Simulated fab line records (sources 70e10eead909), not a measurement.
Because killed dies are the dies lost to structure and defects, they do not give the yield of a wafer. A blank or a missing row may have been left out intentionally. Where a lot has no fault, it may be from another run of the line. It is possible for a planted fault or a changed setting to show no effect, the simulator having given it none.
fab line records	flow nand_harc
[record] lots = 13	wafers = 39	last_day = 33
route steps=1302 shown P_ZERO_WELL@67 P_STI@83 P_GATE@111
lots with no fault: from the same line, run without faults
start_h: hours from the record's first day to the start of the lot's first wafer shown	wait_h: hours since the lot's step before	" same as the row above	L1.1+2: a row that stands for several wafers	- no value, or no start given	* or withheld: withheld	< > ~ a bound
route shown NAME@n: a module of which the file shows steps, and the number in the route of the first	usual: the fault-free wafers' mean and standard deviation	same: alike in all rows	chamber/n: place in a boat	sites: each site's reading	_std_site: their standard deviation	_edge_site: the outer-site mean with the inner-site mean subtracted	radius_mm: for every site, how far away it sits from the centre of the wafer	mask NAME#n: copy n	behind: the tool/chamber that last shaped the wafer	hold: cause of the lot's hold/its duration in hours/its outcome	device: transistor that didn't switch, given as n, p or np	end of line: the route-end tests of the same wafers	where a step has no rows: the recipe by itself	killed: dies that structure and defects cost at the first sort, which is not the same as the wafer's yield	map: dies across one wafer; x = killed, . = not, _ = none there
set.NAME: setting as actually run; set.NAME@STEP: the setting as run at that earlier step	model.NAME: the simulator's own value behind a step, which no gauge read
the route's steps for a sample of lots (tables are steps, rows are wafers)
services: from which hour (start_h, from the record's first day; less than 0 if before it) a tool's chamber was out of use, for how many hours, and why
[[steps]]
[step NHARC_P_ZERO_WELL_RTA_42]
[recipe] temp_c = 1100	time_s = 300
[usual] anneal_temp_c_max = 1105.1/1.1	lamp_power_pct = 35/3.5	lamp_zone_6_pct = 35/3.4	lamp_zone_7_pct = 35/3.5	wafer_temp_C_max = 1104.3/0.96
lot.wafer	tool	chamber	start_h	wait_h	anneal_temp_c_max	lamp_power_pct	lamp_zone_6_pct	lamp_zone_7_pct	wafer_temp_C_max
L997.4	rtp_anneal-01	0	27.36	-	1104.7	32	32	32	1105.0
L997.5	"	0	"	"	1105.3	32	32	32	1105.9
L997.6	"	0	"	"	1105.1	32	32	32	1104.8
L999.1	rtp_anneal-01	0	47.01	-	1103.7	32	32	32	1103.5
L999.2	"	0	"	"	1104.3	32	32	32	1104.2
L999.6	"	0	"	"	1105.2	32	32	32	1103.7
L100.3	rtp_anneal-02	0	57.13	-	1104.7	39	39	39	1102.8
L100.5	"	0	"	"	1107.2	39	39	39	1103.0
L100.6	"	0	"	"	1105.0	39	39	39	1103.3
L107.2	rtp_anneal-01	0	126.63	-	1104.7	32	32	32	1103.9
L107.4	"	0	"	"	1105.7	32	32	32	1104.4
L107.6	"	0	"	"	1103.9	32	32	32	1105.6
L108.2	rtp_anneal-02	0	136.91	-	1107.8	39	39	39	1102.7
L108.5	"	0	"	"	1108.7	39	39	39	1104.0
L108.6	"	0	"	"	1105.7	39	39	39	1103.6
L109.1	rtp_anneal-01	0	146.79	-	1104.1	32	32	32	1105.3
L109.2	"	0	"	"	1103.3	32	32	32	1105.4
L109.4	"	0	"	"	1103.9	32	32	32	1104.5
L113.3	rtp_anneal-02	0	187.12	-	1104.9	39	39	39	1103.7
L113.4	"	0	"	"	1105.9	39	39	39	1105.9
L113.6	"	0	"	"	1105.8	39	39	39	1103.9
L114.1	rtp_anneal-01	0	197.30	-	1104.5	32	32	32	1104.5
L114.2	"	0	"	"	1104.0	32	32	32	1103.5
L114.4	"	0	"	"	1104.3	32	32	32	1105.3
L115.1	rtp_anneal-01	0	207.21	-	1105.2	32	32	32	1104.7
L115.3	"	0	"	"	1105.6	32	32	32	1104.5
L115.5	"	0	"	"	1104.5	32	32	32	1103.8
L116.4	rtp_anneal-01	0	220.73	-	1103.5	32	32	32	1105.6
L116.5	"	0	"	"	1104.6	32	32	32	1103.9
L116.6	"	0	"	"	1105.3	32	32	32	1104.6
L117.1	rtp_anneal-02	0	227.14	-	1107.0	39	39	39	1104.2
L117.2	"	0	"	"	1104.6	39	39	39	1104.5
L117.3	"	0	"	"	1105.4	39	39	39	1103.8
L118.1	rtp_anneal-02	0	241.15	-	1106.2	39	39	39	1105.4
L118.4	"	0	"	"	1106.4	39	39	39	1104.9
L118.6	"	0	"	"	1106.0	39	39	39	1103.3
L120.2	rtp_anneal-01	0	256.92	-	1106.0	32	32	32	1104.8
L120.3	"	0	"	"	1104.8	32	32	32	1104.2
L120.5	"	0	"	"	1103.8	32	32	32	1104.0
[step NHARC_P_STI_CD_MEAS_09]
[recipe] target_cd_nm = 200	landing_energy_ev = 500
[usual] cd_nm = 200.3/2
lot.wafer	tool	chamber	start_h	wait_h	cd_nm
L997.4	cd_sem-02	0	44.46	-	200.8
L997.5	"	0	"	"	202.3
L997.6	"	0	"	"	202.3
L999.1	cd_sem-01	0	66.21	-	198.0
L999.2	"	0	"	"	202.3
L999.6	"	0	"	"	199.0
L100.3	cd_sem-02	0	74.83	-	196.5
L100.5	"	0	"	"	197.9
L100.6	"	0	"	"	202.1
L107.2	cd_sem-02	0	142.89	-	199.6
L107.4	"	0	"	"	202.0
L107.6	"	0	"	"	199.3
L108.2	cd_sem-02	0	152.44	-	201.8
L108.5	"	0	"	"	202.7
L108.6	"	0	"	"	200.9
L109.1	cd_sem-02	0	164.31	-	199.3
L109.2	"	0	"	"	202.6
L109.4	"	0	"	"	201.7
L113.3	cd_sem-02	0	202.22	-	199.7
L113.4	"	0	"	"	200.3
L113.6	"	0	"	"	198.2
L114.1	cd_sem-02	0	213.89	-	201.6
L114.2	"	0	"	"	199.8
L114.4	"	0	"	"	202.2
L115.1	cd_sem-03	0	223.21	-	203.2
L115.3	"	0	"	"	200.4
L115.5	"	0	"	"	200.8
L116.4	cd_sem-03	0	236.38	-	202.0
L116.5	"	0	"	"	200.9
L116.6	"	0	"	"	202.8
L117.1	cd_sem-01	0	242.37	-	198.6
L117.2	"	0	"	"	200.0
L117.3	"	0	"	"	200.3
L118.1	cd_sem-02	0	256.51	-	205.1
L118.4	"	0	"	"	201.1
L118.6	"	0	"	"	199.1
L120.2	cd_sem-01	0	272.36	-	200.1
L120.3	"	0	"	"	198.9
L120.5	"	0	"	"	197.2
[step NHARC_P_STI_DESCUM_14]
[recipe] time_s = 3	o2_flow_sccm = 200	ar_flow_sccm = 0	bias_power_w = 0	chemistry = O2
[usual] drypump_motor_current_A = 5.5/0.51	oes_product_au = 0.994/0.0074	rf_vpp_V = 57.7/0.99	showerhead_plenum_p_Torr = 1.89/0.082	throttle_valve_pct = 11.311/0.0092
lot.wafer	tool	chamber	start_h	wait_h	drypump_motor_current_A	oes_product_au	rf_hours_counter_h	rf_vpp_V	showerhead_plenum_p_Torr	throttle_valve_pct
L997.4	rie_diel-08	0	44.74	-	5.0	1.006	-	58.1	1.83	11.298
L997.6	"	1	"	"	5.0	0.994	-	58.7	2.07	11.319
L997.5	"	2	"	"	4.8	0.971	-	58.1	1.95	11.327
L999.2	rie_diel-13	2	66.47	-	6.2	0.988	5	57.0	1.81	11.319
L999.1	"	3	"	"	5.1	0.999	5	56.9	1.90	11.309
L999.6	"	2	"	"	6.2	0.980	-	58.3	1.81	11.315
L100.3	rie_diel-06	0	75.11	-	6.3	0.999	12	57.2	1.85	11.307
L100.5	"	1	"	"	6.0	0.993	-	57.5	1.78	11.308
L100.6	"	2	"	"	6.0	0.993	-	57.6	1.94	11.324
L107.4	rie_diel-13	2	143.14	-	6.1	0.993	8	56.8	1.81	11.292
L107.2	"	3	"	"	5.1	1.000	9	57.3	1.90	11.300
L107.6	"	3	"	"	5.1	0.999	-	58.1	1.90	11.310
L108.2	rie_diel-06	2	152.69	-	6.0	0.993	1	58.0	1.93	11.310
L108.6	"	2	"	"	6.0	0.987	-	58.4	1.93	11.300
L108.5	"	3	"	"	5.3	0.990	-	58.2	1.93	11.315
L109.1	rie_diel-06	0	164.58	-	6.2	1.001	2	57.1	1.85	11.318
L109.2	"	1	"	"	6.0	0.997	2	57.4	1.77	11.310
L109.4	"	2	"	"	6.0	0.985	2	58.7	1.93	11.323
L113.3	rie_diel-08	1	202.49	-	5.1	0.992	0	58.1	2.07	11.319
L113.4	"	3	"	"	5.2	0.999	0	57.2	1.80	11.314
L113.6	"	1	"	"	5.0	0.999	-	58.6	2.07	11.298
L114.4	rie_diel-06	1	214.15	-	6.0	0.998	6	57.1	1.77	11.310
L114.2	"	3	"	"	5.3	0.993	7	57.6	1.93	11.292
L114.1	"	0	"	"	6.3	0.994	7	56.5	1.85	11.326
L115.3	rie_diel-08	1	223.48	-	5.0	1.000	1	58.6	2.07	11.306
L115.1	"	2	"	"	4.8	0.993	1	58.8	1.95	11.308
L115.5	"	1	"	"	5.1	0.999	-	58.3	2.07	11.312
L116.4	rie_diel-06	1	236.63	-	6.0	1.005	9	56.4	1.77	11.314
L116.6	"	1	"	"	6.0	1.009	-	57.1	1.77	11.297
L116.5	"	2	"	"	6.0	0.998	-	57.7	1.93	11.319
L117.3	rie_diel-06	1	242.64	-	6.0	0.995	9	57.0	1.77	11.308
L117.1	"	2	"	"	6.0	0.984	9	58.4	1.93	11.316
L117.2	"	3	"	"	5.3	0.992	9	57.5	1.92	11.306
L118.4	rie_diel-13	0	256.77	-	5.7	0.993	6	56.5	1.83	11.316
L118.1	"	2	"	"	6.2	0.994	7	58.8	1.81	11.313
L118.6	"	1	"	"	5.0	0.997	-	59.0	1.88	11.324
L120.2	rie_diel-08	3	272.63	-	5.2	1.000	4	56.9	1.80	11.304
L120.3	"	0	"	"	5.0	1.009	4	56.7	1.82	11.309
L120.5	"	3	"	"	5.2	1.014	-	55.4	1.80	11.313
[step NHARC_P_GATE_PRECLEAN_70]
[recipe] time_s = *	temp_c = 50	bath_age_min = 0	chemistry = SC1
[usual] run_length_s = *
lot.wafer	tool	chamber	start_h	wait_h	run_length_s
L997.4	wet_bench-05	0	74.18	0.1	*
L997.5	"	2	"	"	*
L997.6	"	4	"	"	*
L999.2	wet_bench-03	6	93.19	0.1	*
L999.6	"	1	"	"	*
L999.1	"	2	"	"	*
L100.3	wet_bench-03	4	100.76	0.1	*
L100.6	"	0	"	"	*
L100.5	"	1	"	"	*
L107.6	wet_bench-03	2	174.03	0.1	*
L107.4	"	4	"	"	*
L107.2	"	6	"	"	*
L108.5	wet_bench-03	0	178.78	0.1	*
L108.6	"	2	"	"	*
L108.2	"	4	"	"	*
L109.4	wet_bench-02	4	192.40	0.0	*
L109.2	"	5	"	"	*
L109.1	"	6	"	"	*
L113.3	wet_bench-05	0	228.44	0.1	*
L113.6	"	3	"	"	*
L113.4	"	4	"	"	*
L114.4	wet_bench-03	7	240.96	0.1	*
L114.1	"	1	"	"	*
L114.2	"	2	"	"	*
L115.1	wet_bench-03	7	250.75	0.1	*
L115.5	"	1	"	"	*
L115.3	"	2	"	"	*
L116.4	wet_bench-02	0	262.93	0.1	*
L116.6	"	1	"	"	*
L116.5	"	2	"	"	*
L117.3	wet_bench-02	2	269.35	0.1	*
L117.2	"	3	"	"	*
L117.1	"	4	"	"	*
L118.4	wet_bench-03	1	286.38	0.1	*
L118.1	"	4	"	"	*
L118.6	"	6	"	"	*
L120.3	wet_bench-03	3	300.15	0.1	*
L120.2	"	5	"	"	*
L120.5	"	6	"	"	*
[[services]]
tool	chamber	start_h	hours	kind
rie_diel-08	1	11.82	10.2	repair
rtp_anneal-02	-	12.00	12.0	pm
rie_diel-08	-	13.80	9.0	pm
rie_diel-08	-	29.23	0.9	repair
rie_diel-13	1	34.34	16.0	repair
wet_bench-03	-	34.40	8.0	pm
rie_diel-08	3	39.73	5.2	repair
rie_diel-08	-	39.92	0.9	repair
rie_diel-06	1	52.85	7.1	repair
rie_diel-06	0	54.87	5.0	repair
rie_diel-13	-	65.43	0.3	repair
wet_bench-02	-	68.00	8.0	pm
rie_diel-08	3	86.33	30.4	repair
rie_diel-06	1	90.05	9.1	repair
rie_diel-06	3	96.04	4.7	repair
rie_diel-06	-	130.20	9.0	pm
rie_diel-13	-	165.00	9.0	pm
rie_diel-08	-	190.80	9.0	pm
wet_bench-02	-	198.03	7.7	repair
rie_diel-13	0	205.88	2.7	repair
wet_bench-03	-	210.40	8.0	pm
rie_diel-13	3	212.98	2.3	repair
rie_diel-08	1	258.04	2.9	repair
rie_diel-06	2	262.08	8.7	repair
[[key]]
[first_sign] step = NHARC_P_GATE_PRECLEAN_70	reading = run_length_s	direction = down	sigmas = 12	usual = *	struck = *
effect none on later readings
met_at NHARC_P_GATE_PRECLEAN_70
struck_lots L107,L108
tester_left_out L107,L108
not_acting_at NHARC_P_ZERO_WELL_RTA_42,NHARC_P_STI_CD_MEAS_09,NHARC_P_STI_DESCUM_14
onset_between 100.76 174.03
[fault] kind = process_parameter_drift	tool = wet_bench-03	chamber = -	onset_h = 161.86	steps = NHARC_P_GATE_PRECLEAN_70	channel = time_s	offset = *	shape = step	end_h = 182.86	acts_in = *	stated = *
// tester_left_out: of these lots the tester's yield and bins aren't shown, on N5 and GAA mostly nor the transistor test; their killed dies are dies lost to structure and defects alone, not to doping, threshold or leakage, so they don't give the yield
